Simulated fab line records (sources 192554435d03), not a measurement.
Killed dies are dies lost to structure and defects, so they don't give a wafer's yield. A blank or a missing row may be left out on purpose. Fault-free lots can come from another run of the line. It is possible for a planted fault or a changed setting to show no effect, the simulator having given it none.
Which of the tools did it? ; flow n5-finfet ; 11 lots, 33 wafers sampled, at 5 steps of a route of 1938

WHAT THE GAUGES READ, wafer by wafer
N5_BEOL_M11_OVL_MEAS_29. Usual: V10_OVL typically reads 0.0 nm, with standard deviation 0.71.
lot;measured;on;V10_OVL (nm);flag
L597;day 10 06:53;overlay-02;-0.9 0.5 0.3;
L600;day 11 06:35;overlay-02;0.2 -0.3 0.3;
L601;day 11 15:20;overlay-01;0.1 0.8 0.5;
L602;day 11 19:56;overlay-01;-0.5 0.3 0.1;
L608;day 13 05:40;overlay-01;-0.8 0.2 -0.4;
L610;day 13 11:12;overlay-02;0.8 0.0 0.5;
L611;day 14 02:54;overlay-01;-0.5 -1.0 -0.3;
L613;day 14 16:13;overlay-01;-0.3 -0.1 -0.2;
L617;day 15 14:51;overlay-02;-0.1 0.8 0.7;
L620;day 15 21:47;overlay-01;-0.9 -0.3 -0.8;
L616;day 15 21:58;overlay-01;0.1 -0.6 -1.2;

N5_BEOL_M12_THK_MEAS_01. Usual: M12_ILD_THK typically reads 660 nm, with standard deviation 8.1.
lot;measured;on;M12_ILD_THK (nm);flag
L597;day 10 10:59;film-metro-02;645 650 654;
L600;day 11 09:46;film-metro-01;657 670 665;
L601;day 11 18:44;film-metro-02;644 646 572;OFF
L602;day 12 02:40;film-metro-02;655 665 587;OFF
L608;day 13 09:21;film-metro-02;656 656 672;
L610;day 13 15:57;film-metro-02;649 654 668;
L611;day 14 06:16;film-metro-01;650 665 669;
L613;day 14 19:31;film-metro-02;664 664 671;
L617;day 15 18:02;film-metro-01;654 657 679;
L620;day 16 01:29;film-metro-01;661 667 672;
L616;day 16 01:49;film-metro-01;662 664 666;

WHICH TOOL RAN EACH LOT (tool, then ch and the chambers of the sampled wafers, then the start)
lot;N5_BEOL_M11_STRIP_77;N5_BEOL_M11_PRE_CLEAN_45;N5_BEOL_M12_ILD_DEP_00
L597;rie-diel-01 ch 1,2, day 10 08:19 or earlier;pvd-sputter-03, day 10 08:19;pecvd-02 ch 0,2, day 10 10:52
L600;rie-diel-05 ch 0,1,2, day 11 07:59 or earlier;pvd-sputter-01, day 11 07:59;pecvd-02 ch 1,2, day 11 09:38
L601;rie-diel-05 ch 0,1,3, day 11 16:56 or earlier;pvd-sputter-02, day 11 16:56;pecvd-02 ch 0,1,2, day 11 18:36
L602;rie-diel-05 ch 0,3, day 11 22:03 or earlier;pvd-sputter-02, day 11 22:03;pecvd-02 ch 0,2, day 12 02:32
L608;rie-diel-01 ch 1,2,3, day 13 07:37 or earlier;pvd-sputter-01, day 13 07:37;pecvd-04 ch 0,2, day 13 09:13
L610;rie-diel-05 ch 2,3, day 13 13:56 or earlier;pvd-sputter-02, day 13 13:56;pecvd-03 ch 0,2, day 13 15:49
L611;rie-diel-03 ch 1,2,3, day 14 04:21 or earlier;pvd-sputter-02, day 14 04:21;pecvd-02 ch 1,2, day 14 06:05
L613;rie-diel-05 ch 0,1,2, day 14 17:27 or earlier;pvd-sputter-02, day 14 17:27;pecvd-04 ch 0,1, day 14 19:23
L617;rie-diel-03 ch 0,2, day 15 15:59 or earlier;pvd-sputter-01, day 15 15:59;pecvd-04 ch 0,2, day 15 17:54
L620;rie-diel-03 ch 0,2, day 15 23:09 or earlier;pvd-sputter-03, day 15 23:09;pecvd-04 ch 0,1,2, day 16 01:21
L616;rie-diel-01 ch 0,3, day 15 23:35 or earlier;pvd-sputter-02, day 15 23:35;pecvd-03 ch 0,2, day 16 01:41
- N5_BEOL_M11_STRIP_77: strips in N2/H2, time 10 s.
- N5_BEOL_M11_PRE_CLEAN_45: time 30 s.
- N5_BEOL_M12_ILD_DEP_00: deposits SiOC from DEMS/O2, target thk 658.92 nm, time 130.7 s.

AS READ BY THE TOOLS THEMSELVES (means over the sampled wafers that have a number; for cases with no such wafer, the mark the record gives instead)
N5_BEOL_M11_STRIP_77. Usual: drypump-motor-current-A 5.7 A, standard deviation 0.41; oes-product-au 0.79 a.u., standard deviation 0.076; rf-vpp-V 59.1 V, standard deviation 0.93; showerhead-plenum-p-Torr 2.54 Torr, standard deviation 0.057; throttle-valve-pct 23.5 %, standard deviation 0.34.
lot;tool;drypump-motor-current-A (A);oes-product-au (a.u.);rf-vpp-V (V);showerhead-plenum-p-Torr (Torr);throttle-valve-pct (%);flag
L597;rie-diel-01;5.7;0.84;59.4;2.53;23.4;
L600;rie-diel-05;5.6;0.78;59.3;2.54;23.6;
L601;rie-diel-05;5.8;0.74;59.5;2.51;23.9;
L602;rie-diel-05;5.5;0.71;59.0;2.50;23.9;
L608;rie-diel-01;5.5;0.84;59.9;2.53;23.4;
L610;rie-diel-05;5.3;0.76;58.5;2.53;23.6;
L611;rie-diel-03;6.0;0.75;59.2;2.58;23.7;
L613;rie-diel-05;5.6;0.86;59.1;2.53;23.5;
L617;rie-diel-03;5.7;0.71;60.0;2.49;23.6;
L620;rie-diel-03;5.7;0.72;59.1;2.49;23.7;
L616;rie-diel-01;5.3;0.82;59.7;2.56;23.5;

N5_BEOL_M11_PRE_CLEAN_45. Usual: heater-power-w reads 349 W (standard deviation 47).
lot;tool;heater-power-w (W);flag
L597;pvd-sputter-03;318;
L600;pvd-sputter-01;373;
L601;pvd-sputter-02;364;
L602;pvd-sputter-02;405;
L608;pvd-sputter-01;354;
L610;pvd-sputter-02;381;
L611;pvd-sputter-02;338;
L613;pvd-sputter-02;371;
L617;pvd-sputter-01;334;
L620;pvd-sputter-03;327;
L616;pvd-sputter-02;377;

N5_BEOL_M12_ILD_DEP_00. Usual: heater-power-outer-w 304 W, standard deviation 47; heater-power-w 537 W, standard deviation 72; showerhead-plenum-p-Torr 5.698 Torr, standard deviation 0.014; throttle-valve-pct 11.9 %, standard deviation 0.48.
lot;tool;heater-power-outer-w (W);heater-power-w (W);showerhead-plenum-p-Torr (Torr);throttle-valve-pct (%);flag
L597;pecvd-02;298;543;5.712;12.0;
L600;pecvd-02;300;566;5.701;12.2;
L601;pecvd-02;304;552;5.700;11.9;
L602;pecvd-02;298;552;5.698;12.3;
L608;pecvd-04;375;615;5.702;11.2;
L610;pecvd-03;281;501;5.697;11.9;
L611;pecvd-02;295;542;5.691;11.9;
L613;pecvd-04;332;594;5.683;12.0;
L617;pecvd-04;385;624;5.700;11.2;
L620;pecvd-04;349;592;5.684;11.6;
L616;pecvd-03;285;492;5.687;12.1;

THE ANSWER, worked out from the rows above alone
Rule: a lot counts as off when the mean over its wafers that have a number is more than 3 standard deviations away from the usual mean. Also off: a lot with no number at a reading for which 4 or more lots have one. The other lots that the step has rows for count as sound. The gauges are gone through in route order, then the tools' own readings, and for those a lot's mean is taken as printed above. At the first step where some lot is off, the reading lying furthest off is the one used; lots without a number count as furthest.
Off: at N5_BEOL_M12_THK_MEAS_01 (M12_ILD_THK), L601, L602.
If a tool, at a process step before that reading, ran all the lots that are off and no sound lot after the first of them, it fits. The gauges at N5_BEOL_M12_THK_MEAS_01 are tried like those tools. With no start given for some of its lots, N5_BEOL_M11_STRIP_77 uses the hours and lot order of N5_BEOL_M11_PRE_CLEAN_45. Not one of the candidates tried fits.

WHAT THE SIMULATOR PUT IN
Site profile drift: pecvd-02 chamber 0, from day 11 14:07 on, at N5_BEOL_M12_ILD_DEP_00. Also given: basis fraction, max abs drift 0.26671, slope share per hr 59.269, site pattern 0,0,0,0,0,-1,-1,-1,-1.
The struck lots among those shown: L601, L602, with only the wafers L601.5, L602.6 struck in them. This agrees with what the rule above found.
